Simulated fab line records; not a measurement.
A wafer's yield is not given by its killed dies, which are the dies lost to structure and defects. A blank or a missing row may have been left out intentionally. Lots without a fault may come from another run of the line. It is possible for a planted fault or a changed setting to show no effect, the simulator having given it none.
Split-lot trial / flow n5 finfet / on a route of 1938 steps: 7 lots, 21 wafers read

SPLIT DETAILS
At N5_BEOL_M5_ETCH_68 (etches SOC in N2/H2, target depth 80 nm, overetch 16 nm, time 120 s), the setting bias w was moved away from the recipe's 150 W on 8 of the 21 wafers read, by -4.5% to +11.5%. This setting was run at the recipe's value on the other wafers.

The split's own step is where the reading is taken.

THE READING
rf vpp V, in V, at N5_BEOL_M5_ETCH_68 (etches SOC in N2/H2, target depth 80 nm, overetch 16 nm, time 120 s). Fault-free wafers of this fab line usually give 523.7 V, standard deviation 2.3 V.

wafer=L076.1; tool, chamber at the split=rie diel-03, 3; bias w as run, W=150; against the recipe=recipe; rf vpp V, V=524.3; against lot-mates on the recipe=-
wafer=L076.3; tool, chamber at the split=rie diel-03, 2; bias w as run, W=158.8; against the recipe=+5.9%; rf vpp V, V=543.2; against lot-mates on the recipe=+18.9
wafer=L076.5; tool, chamber at the split=rie diel-03, 3; bias w as run, W=158.8; against the recipe=+5.9%; rf vpp V, V=544.7; against lot-mates on the recipe=+20.4
wafer=L080.1; tool, chamber at the split=rie diel-02, 0; bias w as run, W=159.2; against the recipe=+6.1%; rf vpp V, V=543.5; against lot-mates on the recipe=+20.9
wafer=L080.3; tool, chamber at the split=rie diel-02, 2; bias w as run, W=159.2; against the recipe=+6.1%; rf vpp V, V=542.3; against lot-mates on the recipe=+19.7
wafer=L080.6; tool, chamber at the split=rie diel-02, 2; bias w as run, W=150; against the recipe=recipe; rf vpp V, V=522.6; against lot-mates on the recipe=-
wafer=L081.3; tool, chamber at the split=rie diel-02, 3; bias w as run, W=143.2; against the recipe=-4.5%; rf vpp V, V=504.0; against lot-mates on the recipe=-19.4
wafer=L081.4; tool, chamber at the split=rie diel-02, 0; bias w as run, W=150; against the recipe=recipe; rf vpp V, V=523.4; against lot-mates on the recipe=-
wafer=L081.6; tool, chamber at the split=rie diel-02, 0; bias w as run, W=143.2; against the recipe=-4.5%; rf vpp V, V=507.0; against lot-mates on the recipe=-16.4
wafer=L083.2; tool, chamber at the split=rie diel-03, 0; bias w as run, W=150; against the recipe=recipe; rf vpp V, V=524.2; against lot-mates on the recipe=-
wafer=L083.4; tool, chamber at the split=rie diel-03, 2; bias w as run, W=150; against the recipe=recipe; rf vpp V, V=523.2; against lot-mates on the recipe=-
wafer=L083.5; tool, chamber at the split=rie diel-03, 1; bias w as run, W=150; against the recipe=recipe; rf vpp V, V=524.7; against lot-mates on the recipe=-
wafer=L096.2; tool, chamber at the split=rie diel-03, 3; bias w as run, W=150; against the recipe=recipe; rf vpp V, V=526.6; against lot-mates on the recipe=-
wafer=L096.4; tool, chamber at the split=rie diel-03, 2; bias w as run, W=150; against the recipe=recipe; rf vpp V, V=523.8; against lot-mates on the recipe=-
wafer=L096.6; tool, chamber at the split=rie diel-03, 0; bias w as run, W=150; against the recipe=recipe; rf vpp V, V=522.5; against lot-mates on the recipe=-
wafer=L095.1; tool, chamber at the split=rie diel-02, 0; bias w as run, W=150; against the recipe=recipe; rf vpp V, V=522.5; against lot-mates on the recipe=-
wafer=L095.3; tool, chamber at the split=rie diel-02, 2; bias w as run, W=150; against the recipe=recipe; rf vpp V, V=522.4; against lot-mates on the recipe=-
wafer=L095.4; tool, chamber at the split=rie diel-02, 0; bias w as run, W=150; against the recipe=recipe; rf vpp V, V=521.6; against lot-mates on the recipe=-
wafer=L097.1; tool, chamber at the split=rie diel-01, 3; bias w as run, W=167.3; against the recipe=+11.5%; rf vpp V, V=559.3; against lot-mates on the recipe=+37.3
wafer=L097.3; tool, chamber at the split=rie diel-01, 0; bias w as run, W=167.3; against the recipe=+11.5%; rf vpp V, V=561.7; against lot-mates on the recipe=+39.7
wafer=L097.6; tool, chamber at the split=rie diel-01, 3; bias w as run, W=150; against the recipe=recipe; rf vpp V, V=522.0; against lot-mates on the recipe=-

THE FIT
A straight line over all 21 wafers: rf vpp V changes by +3.36 V for each +1% of bias w; r = +0.99; the points scatter about the line by 1.6 V.
The same after taking each lot's own level away (the mean of its wafers on the recipe; 21 wafers): +3.43 V for each +1%; r = +1.00; scatter 1.3 V.
That fit puts the effect of the largest move of bias w on the reading at 40 V.
The lots' own levels span 522.00 to 524.30 V, that is 1.0 times the standard deviation above.
Consequently the slope shifts little with the lot-to-lot level, the two slopes agreeing.
Check: +39.8 V against its lot-mates is what the line predicts for one of the wafers moved furthest among these (+11.5%) when that wafer is left out of the fit. Against them it came out at +37.3 V.
Tool readings at the split's step, against how far the setting was moved: rf vpp V r = +0.99.

ADDITIONAL SPLITS CARRIED BY THESE WAFERS
Before the reading, these wafers also passed through other splits. Each is held against what the fit with the lots' levels taken away leaves over:
other split on the same wafers=N5_BEOL_M3_TRENCH_ETCH_37 time s; wafers away from the commonest value=5; r with rf vpp V (lot level and that fit taken away)=-0.23
other split on the same wafers=N5_BEOL_M4_ILD_DEP_00 time s; wafers away from the commonest value=10; r with rf vpp V (lot level and that fit taken away)=+0.18
other split on the same wafers=N5_BEOL_M4_COAT_61 spin rpm; wafers away from the commonest value=6; r with rf vpp V (lot level and that fit taken away)=-0.03
other split on the same wafers=N5_BEOL_M4_COAT_67 spin rpm; wafers away from the commonest value=7; r with rf vpp V (lot level and that fit taken away)=-0.31
other split on the same wafers=N5_BEOL_M4_DESCUM_33 time s; wafers away from the commonest value=5; r with rf vpp V (lot level and that fit taken away)=+0.23

THE FILE'S OWN FIT
rf vpp V changes by +3.4 V for each +1% of bias w, r = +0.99.
